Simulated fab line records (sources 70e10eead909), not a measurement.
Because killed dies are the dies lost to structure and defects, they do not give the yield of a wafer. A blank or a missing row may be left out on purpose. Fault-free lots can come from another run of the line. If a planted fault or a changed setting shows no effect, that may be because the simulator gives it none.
Which tool did it? || flow nand_harc || 72 wafers from 24 lots sampled at 3 of the route's 1159 steps

## WHAT THE GAUGES READ, wafer by wafer
NHARC_A_CONTACT_OVL_MEAS_70.
{"lot": "L075", "measured": "day 16 13:32", "on": "overlay-02", "overlay_x_nm (nm)": "0.1 0.0 -0.4", "overlay_y_nm (nm)": "0.5 0.5 0.0"}
{"lot": "L074", "measured": "day 16 17:36", "on": "overlay-01", "overlay_x_nm (nm)": "-0.7 -0.3 -0.9", "overlay_y_nm (nm)": "-0.1 -0.4 -0.5"}
{"lot": "L077", "measured": "day 17 05:02", "on": "overlay-02", "overlay_x_nm (nm)": "0.4 0.7 1.1", "overlay_y_nm (nm)": "-1.1 -0.5 -0.6"}
{"lot": "L078", "measured": "day 17 05:32", "on": "overlay-01", "overlay_x_nm (nm)": "-0.7 -1.0 -0.5", "overlay_y_nm (nm)": "-1.0 -0.8 0.1"}
{"lot": "L079", "measured": "day 17 09:24", "on": "overlay-01", "overlay_x_nm (nm)": "-0.4 -0.8 -1.9", "overlay_y_nm (nm)": "0.0 -0.2 -0.1"}
{"lot": "L076", "measured": "day 17 11:10", "on": "overlay-02", "overlay_x_nm (nm)": "0.5 0.9 0.8", "overlay_y_nm (nm)": "-0.7 -0.3 -0.3"}
{"lot": "L080", "measured": "day 17 13:55", "on": "overlay-01", "overlay_x_nm (nm)": "0.1 0.3 0.4", "overlay_y_nm (nm)": "0.7 0.9 0.9"}
{"lot": "L081", "measured": "day 18 18:59", "on": "overlay-01", "overlay_x_nm (nm)": "-0.5 -0.6 -0.6", "overlay_y_nm (nm)": "0.4 1.0 0.4"}
{"lot": "L082", "measured": "day 18 18:35", "on": "overlay-01", "overlay_x_nm (nm)": "-1.7 -1.4 -0.9", "overlay_y_nm (nm)": "1.3 1.5 0.9"}
{"lot": "L084", "measured": "day 19 00:38", "on": "overlay-02", "overlay_x_nm (nm)": "0.1 0.1 -0.4", "overlay_y_nm (nm)": "0.3 0.9 0.3"}
{"lot": "L083", "measured": "day 19 04:07", "on": "overlay-02", "overlay_x_nm (nm)": "-0.7 -0.4 -0.8", "overlay_y_nm (nm)": "-1.1 -1.0 -1.5"}
{"lot": "L088", "measured": "day 19 20:41", "on": "overlay-01", "overlay_x_nm (nm)": "0.1 0.4 0.6", "overlay_y_nm (nm)": "-2.2 -1.9 -1.4"}
{"lot": "L086", "measured": "day 19 20:59", "on": "overlay-02", "overlay_x_nm (nm)": "0.4 0.1 -0.4", "overlay_y_nm (nm)": "-0.4 -1.2 -1.3"}
{"lot": "L085", "measured": "day 20 00:31", "on": "overlay-02", "overlay_x_nm (nm)": "-0.5 -0.1 0.0", "overlay_y_nm (nm)": "0.3 0.9 0.6"}
{"lot": "L091", "measured": "day 20 08:54", "on": "overlay-01", "overlay_x_nm (nm)": "-0.7 -1.7 -1.3", "overlay_y_nm (nm)": "0.3 -0.1 -0.3"}
{"lot": "L090", "measured": "day 20 09:40", "on": "overlay-02", "overlay_x_nm (nm)": "-0.4 -0.8 -0.8", "overlay_y_nm (nm)": "0.5 0.3 -0.2"}
{"lot": "L087", "measured": "day 20 12:04", "on": "overlay-01", "overlay_x_nm (nm)": "-0.5 -0.4 -0.6", "overlay_y_nm (nm)": "0.4 0.2 0.3"}
{"lot": "L089", "measured": "day 20 13:45", "on": "overlay-01", "overlay_x_nm (nm)": "0.7 0.8 0.7", "overlay_y_nm (nm)": "0.8 0.8 0.9"}
{"lot": "L093", "measured": "day 21 02:05", "on": "overlay-01", "overlay_x_nm (nm)": "-0.8 -1.1 -1.3", "overlay_y_nm (nm)": "1.0 1.0 1.4"}
{"lot": "L092", "measured": "day 21 22:57", "on": "overlay-02", "overlay_x_nm (nm)": "-0.3 -0.1 -0.4", "overlay_y_nm (nm)": "0.2 1.0 0.6"}
{"lot": "L095", "measured": "day 22 02:13", "on": "overlay-01", "overlay_x_nm (nm)": "1.5 1.6 0.8", "overlay_y_nm (nm)": "2.9 3.0 3.3"}
{"lot": "L096", "measured": "day 22 02:20", "on": "overlay-01", "overlay_x_nm (nm)": "-0.5 -0.2 -0.9", "overlay_y_nm (nm)": "-0.4 -0.1 -0.9"}
{"lot": "L094", "measured": "day 22 12:26", "on": "overlay-02", "overlay_x_nm (nm)": "0.5 0.5 -0.5", "overlay_y_nm (nm)": "0.0 -0.3 0.0"}
{"lot": "L097", "measured": "day 22 14:04", "on": "overlay-02", "overlay_x_nm (nm)": "-2.0 -1.2 -1.3", "overlay_y_nm (nm)": "1.1 1.2 0.9"}

## WHAT TOOL EACH LOT RAN ON (gives the tool, then ch and the chambers of the sampled wafers, and finally the start)
{"lot": "L075", "NHARC_A_CONTACT_ETCH_113": "har_cap_etch-01 ch 1, day 16 08:19", "NHARC_A_CONTACT_DEP_57": "acl_dep-01 ch 0, day 16 10:59"}
{"lot": "L074", "NHARC_A_CONTACT_ETCH_113": "har_cap_etch-01 ch 0,1, day 16 12:22", "NHARC_A_CONTACT_DEP_57": "acl_dep-03 ch 0, day 16 15:02"}
{"lot": "L077", "NHARC_A_CONTACT_ETCH_113": "har_cap_etch-03 ch 0,1, day 16 22:43", "NHARC_A_CONTACT_DEP_57": "acl_dep-03 ch 0, day 17 02:46"}
{"lot": "L078", "NHARC_A_CONTACT_ETCH_113": "har_cap_etch-02 ch 0,1, day 17 00:16", "NHARC_A_CONTACT_DEP_57": "acl_dep-01 ch 0, day 17 03:05"}
{"lot": "L079", "NHARC_A_CONTACT_ETCH_113": "har_cap_etch-03 ch 0,1, day 17 03:52", "NHARC_A_CONTACT_DEP_57": "acl_dep-03 ch 0, day 17 07:06"}
{"lot": "L076", "NHARC_A_CONTACT_ETCH_113": "har_cap_etch-02 ch 0,1, day 17 04:26", "NHARC_A_CONTACT_DEP_57": "acl_dep-02 ch 0, day 17 08:32"}
{"lot": "L080", "NHARC_A_CONTACT_ETCH_113": "har_cap_etch-02 ch 0,1, day 17 08:28", "NHARC_A_CONTACT_DEP_57": "acl_dep-01 ch 0, day 17 12:04"}
{"lot": "L081", "NHARC_A_CONTACT_ETCH_113": "har_cap_etch-02 ch 0,1, day 18 11:11", "NHARC_A_CONTACT_DEP_57": "acl_dep-03 ch 0, day 18 16:43"}
{"lot": "L082", "NHARC_A_CONTACT_ETCH_113": "har_cap_etch-01 ch 0,1, day 18 11:51", "NHARC_A_CONTACT_DEP_57": "acl_dep-02 ch 0, day 18 16:01"}
{"lot": "L084", "NHARC_A_CONTACT_ETCH_113": "har_cap_etch-03 ch 0,1, day 18 19:02", "NHARC_A_CONTACT_DEP_57": "acl_dep-01 ch 0, day 18 22:05"}
{"lot": "L083", "NHARC_A_CONTACT_ETCH_113": "har_cap_etch-03 ch 0,1, day 18 22:37", "NHARC_A_CONTACT_DEP_57": "acl_dep-02 ch 0, day 19 01:42"}
{"lot": "L088", "NHARC_A_CONTACT_ETCH_113": "har_cap_etch-02 ch 0,1, day 19 14:04", "NHARC_A_CONTACT_DEP_57": "acl_dep-02 ch 0, day 19 18:48"}
{"lot": "L086", "NHARC_A_CONTACT_ETCH_113": "har_cap_etch-01 ch 0,1, day 19 15:08", "NHARC_A_CONTACT_DEP_57": "acl_dep-03 ch 0, day 19 18:23"}
{"lot": "L085", "NHARC_A_CONTACT_ETCH_113": "har_cap_etch-03 ch 0,1, day 19 18:25", "NHARC_A_CONTACT_DEP_57": "acl_dep-03 ch 0, day 19 22:57"}
{"lot": "L091", "NHARC_A_CONTACT_ETCH_113": "har_cap_etch-02 ch 0,1, day 20 03:37", "NHARC_A_CONTACT_DEP_57": "acl_dep-02 ch 0, day 20 06:29"}
{"lot": "L090", "NHARC_A_CONTACT_ETCH_113": "har_cap_etch-01 ch 0,1, day 20 04:09", "NHARC_A_CONTACT_DEP_57": "acl_dep-01 ch 0, day 20 07:58"}
{"lot": "L087", "NHARC_A_CONTACT_ETCH_113": "har_cap_etch-01 ch 1, day 20 06:47", "NHARC_A_CONTACT_DEP_57": "acl_dep-03 ch 0, day 20 09:30"}
{"lot": "L089", "NHARC_A_CONTACT_ETCH_113": "har_cap_etch-03 ch 0,1, day 20 08:40", "NHARC_A_CONTACT_DEP_57": "acl_dep-01 ch 0, day 20 11:19"}
{"lot": "L093", "NHARC_A_CONTACT_ETCH_113": "har_cap_etch-02 ch 0,1, day 20 17:58", "NHARC_A_CONTACT_DEP_57": "acl_dep-02 ch 0, day 20 23:40"}
{"lot": "L092", "NHARC_A_CONTACT_ETCH_113": "har_cap_etch-03 ch 0,1, day 21 17:10", "NHARC_A_CONTACT_DEP_57": "acl_dep-02 ch 0, day 21 20:43"}
{"lot": "L095", "NHARC_A_CONTACT_ETCH_113": "har_cap_etch-01 ch 0,1, day 21 21:01", "NHARC_A_CONTACT_DEP_57": "acl_dep-03 ch 0, day 21 23:45"}
{"lot": "L096", "NHARC_A_CONTACT_ETCH_113": "har_cap_etch-02 ch 0,1, day 21 21:12", "NHARC_A_CONTACT_DEP_57": "acl_dep-02 ch 0, day 22 00:11"}
{"lot": "L094", "NHARC_A_CONTACT_ETCH_113": "har_cap_etch-03 ch 0,1, day 22 06:28", "NHARC_A_CONTACT_DEP_57": "acl_dep-03 ch 0, day 22 10:34"}
{"lot": "L097", "NHARC_A_CONTACT_ETCH_113": "har_cap_etch-02 ch 1, day 22 08:23", "NHARC_A_CONTACT_DEP_57": "acl_dep-02 ch 0, day 22 11:38"}
- NHARC_A_CONTACT_ETCH_113: etches the open film in C4F8/O2/Ar, time 94 s, target depth 922 nm.
- NHARC_A_CONTACT_DEP_57: deposits aC, target thk 2800 nm.

## AS READ BY THE TOOLS THEMSELVES (means over the sampled wafers that have a number; for cases with no such wafer, the mark the record gives instead)
NHARC_A_CONTACT_ETCH_113.
{"lot": "L075", "tool": "har_cap_etch-01", "oes_air_line_au (a.u.)": 0.980}
{"lot": "L074", "tool": "har_cap_etch-01", "oes_air_line_au (a.u.)": 0.995}
{"lot": "L077", "tool": "har_cap_etch-03", "oes_air_line_au (a.u.)": 0.993}
{"lot": "L078", "tool": "har_cap_etch-02", "oes_air_line_au (a.u.)": 1.000}
{"lot": "L079", "tool": "har_cap_etch-03", "oes_air_line_au (a.u.)": 0.986}
{"lot": "L076", "tool": "har_cap_etch-02", "oes_air_line_au (a.u.)": 1.006}
{"lot": "L080", "tool": "har_cap_etch-02", "oes_air_line_au (a.u.)": 0.984}
{"lot": "L081", "tool": "har_cap_etch-02", "oes_air_line_au (a.u.)": 1.002}
{"lot": "L082", "tool": "har_cap_etch-01", "oes_air_line_au (a.u.)": 0.980}
{"lot": "L084", "tool": "har_cap_etch-03", "oes_air_line_au (a.u.)": 1.008}
{"lot": "L083", "tool": "har_cap_etch-03", "oes_air_line_au (a.u.)": 1.016}
{"lot": "L088", "tool": "har_cap_etch-02", "oes_air_line_au (a.u.)": 0.993}
{"lot": "L086", "tool": "har_cap_etch-01", "oes_air_line_au (a.u.)": 1.007}
{"lot": "L085", "tool": "har_cap_etch-03", "oes_air_line_au (a.u.)": 0.979}
{"lot": "L091", "tool": "har_cap_etch-02", "oes_air_line_au (a.u.)": 0.994}
{"lot": "L090", "tool": "har_cap_etch-01", "oes_air_line_au (a.u.)": 0.995}
{"lot": "L087", "tool": "har_cap_etch-01", "oes_air_line_au (a.u.)": 1.003}
{"lot": "L089", "tool": "har_cap_etch-03", "oes_air_line_au (a.u.)": 0.987}
{"lot": "L093", "tool": "har_cap_etch-02", "oes_air_line_au (a.u.)": 0.995}
{"lot": "L092", "tool": "har_cap_etch-03", "oes_air_line_au (a.u.)": 1.001}
{"lot": "L095", "tool": "har_cap_etch-01", "oes_air_line_au (a.u.)": 0.997}
{"lot": "L096", "tool": "har_cap_etch-02", "oes_air_line_au (a.u.)": 1.026}
{"lot": "L094", "tool": "har_cap_etch-03", "oes_air_line_au (a.u.)": 0.984}
{"lot": "L097", "tool": "har_cap_etch-02", "oes_air_line_au (a.u.)": 0.994}

NHARC_A_CONTACT_DEP_57.
{"lot": "L075", "tool": "acl_dep-01", "throttle_valve_pct (%)": 35.000}
{"lot": "L074", "tool": "acl_dep-03", "throttle_valve_pct (%)": 35.008}
{"lot": "L077", "tool": "acl_dep-03", "throttle_valve_pct (%)": 35.007}
{"lot": "L078", "tool": "acl_dep-01", "throttle_valve_pct (%)": 34.991}
{"lot": "L079", "tool": "acl_dep-03", "throttle_valve_pct (%)": 35.004}
{"lot": "L076", "tool": "acl_dep-02", "throttle_valve_pct (%)": 35.005}
{"lot": "L080", "tool": "acl_dep-01", "throttle_valve_pct (%)": 35.001}
{"lot": "L081", "tool": "acl_dep-03", "throttle_valve_pct (%)": 34.997}
{"lot": "L082", "tool": "acl_dep-02", "throttle_valve_pct (%)": 34.988}
{"lot": "L084", "tool": "acl_dep-01", "throttle_valve_pct (%)": 35.002}
{"lot": "L083", "tool": "acl_dep-02", "throttle_valve_pct (%)": 35.007}
{"lot": "L088", "tool": "acl_dep-02", "throttle_valve_pct (%)": 35.006}
{"lot": "L086", "tool": "acl_dep-03", "throttle_valve_pct (%)": 34.996}
{"lot": "L085", "tool": "acl_dep-03", "throttle_valve_pct (%)": 35.008}
{"lot": "L091", "tool": "acl_dep-02", "throttle_valve_pct (%)": 35.000}
{"lot": "L090", "tool": "acl_dep-01", "throttle_valve_pct (%)": 35.004}
{"lot": "L087", "tool": "acl_dep-03", "throttle_valve_pct (%)": 35.002}
{"lot": "L089", "tool": "acl_dep-01", "throttle_valve_pct (%)": 35.004}
{"lot": "L093", "tool": "acl_dep-02", "throttle_valve_pct (%)": 34.995}
{"lot": "L092", "tool": "acl_dep-02", "throttle_valve_pct (%)": 35.007}
{"lot": "L095", "tool": "acl_dep-03", "throttle_valve_pct (%)": 34.989}
{"lot": "L096", "tool": "acl_dep-02", "throttle_valve_pct (%)": 34.998}
{"lot": "L094", "tool": "acl_dep-03", "throttle_valve_pct (%)": 35.003}
{"lot": "L097", "tool": "acl_dep-02", "throttle_valve_pct (%)": 34.991}

## THE ANSWER, worked out from the rows above alone
Rule: what is usual is taken from the lots themselves. Put in order of their means at a reading, lots are off if they are a third of the lots or fewer, leave a main group of 4 or more, and stand apart from it by a gap of 3 or more times the standard deviation of the main group's means; of several such gaps the widest counts. The tables above print the reading to a certain number of digits; a main group whose means all agree to those digits is not used. Also off: a lot with no number at a reading for which 4 or more lots have one. All remaining lots with rows at the step are treated as sound. First the gauges in route order, then the tools' own readings, where a lot's mean is used as printed above. The first step at which some lot is off is used, and at that step the reading that is off furthest; a lot without a number counts as furthest.
None of the lots is off at any reading shown; this tells nothing.

## WHAT THE SIMULATOR PUT IN
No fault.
